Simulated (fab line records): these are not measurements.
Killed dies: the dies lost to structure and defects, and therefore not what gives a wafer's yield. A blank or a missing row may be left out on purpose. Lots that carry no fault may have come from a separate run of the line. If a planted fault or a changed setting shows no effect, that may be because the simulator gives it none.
Matching of chambers :: flow n5-finfet :: 4 sister chambers for N5_SD_EPI_P_ETCH_36 on rie-diel-03
The step etches SiARC in CF4, target depth 45.5 nm, time 75.8 s. 8 wafers are shown with their chamber, then 7 later ones without.

WAFERS, EACH WITH ITS CHAMBER
wafer: L076.1
chamber: 1
throttle-valve-pct (%): 15.69
drypump-motor-current-A (A): 6.0

wafer: L078.1
chamber: 1
throttle-valve-pct (%): 15.69
drypump-motor-current-A (A): 6.0

wafer: L081.5
chamber: 2
throttle-valve-pct (%): 15.79
drypump-motor-current-A (A): 5.3

wafer: L081.6
chamber: 3
throttle-valve-pct (%): 15.81
drypump-motor-current-A (A): 5.5

wafer: L082.2
chamber: 2
throttle-valve-pct (%): 15.79
drypump-motor-current-A (A): 5.3

wafer: L082.3
chamber: 3
throttle-valve-pct (%): 15.82
drypump-motor-current-A (A): 5.5

wafer: L083.3
chamber: 0
throttle-valve-pct (%): 15.35
drypump-motor-current-A (A): 4.8

wafer: L083.4
chamber: 0
throttle-valve-pct (%): 15.36
drypump-motor-current-A (A): 4.7

WAFERS WITHOUT THEIR CHAMBER
wafer: L083.5
throttle-valve-pct (%): 15.82
drypump-motor-current-A (A): 5.3

wafer: L089.2
throttle-valve-pct (%): 15.82
drypump-motor-current-A (A): 5.3

wafer: L089.3
throttle-valve-pct (%): 15.33
drypump-motor-current-A (A): 5.5

wafer: L089.5
throttle-valve-pct (%): 15.81
drypump-motor-current-A (A): 5.3

wafer: L090.2
throttle-valve-pct (%): 15.71
drypump-motor-current-A (A): 6.0

wafer: L090.3
throttle-valve-pct (%): 15.34
drypump-motor-current-A (A): 5.5

wafer: L090.6
throttle-valve-pct (%): 15.33
drypump-motor-current-A (A): 5.5

THE CHAMBER EACH PASSED THROUGH
wafer: L083.5
from the rows above: can't be placed: 3 or 2
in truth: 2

wafer: L089.2
from the rows above: can't be placed: 3 or 2
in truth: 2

wafer: L089.3
from the rows above: 0
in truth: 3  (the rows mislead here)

wafer: L089.5
from the rows above: can't be placed: 2 or 3
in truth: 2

wafer: L090.2
from the rows above: 1
in truth: 1

wafer: L090.3
from the rows above: 0
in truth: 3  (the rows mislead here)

wafer: L090.6
from the rows above: 0
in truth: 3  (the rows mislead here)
Correctly placed: 1 of 7. Unplaceable from these rows: 3, with the true chamber sitting among the candidates in 3. 3 placed wrongly.
How it was worked out, from the rows above alone: a wafer's distance from a chamber is the root of the sum, over the readings, of the square of ((its reading less the chamber's mean) divided by the reading's scatter). The wafer belongs to the nearest chamber; if the next one is less than 2 further off, it can't be placed. A chamber's mean is the mean of its shown wafers. How the scatter is found: for the shown wafers, subtract from each reading the mean of its chamber, square and add these, divide the total by (wafers less chambers), then take the root.
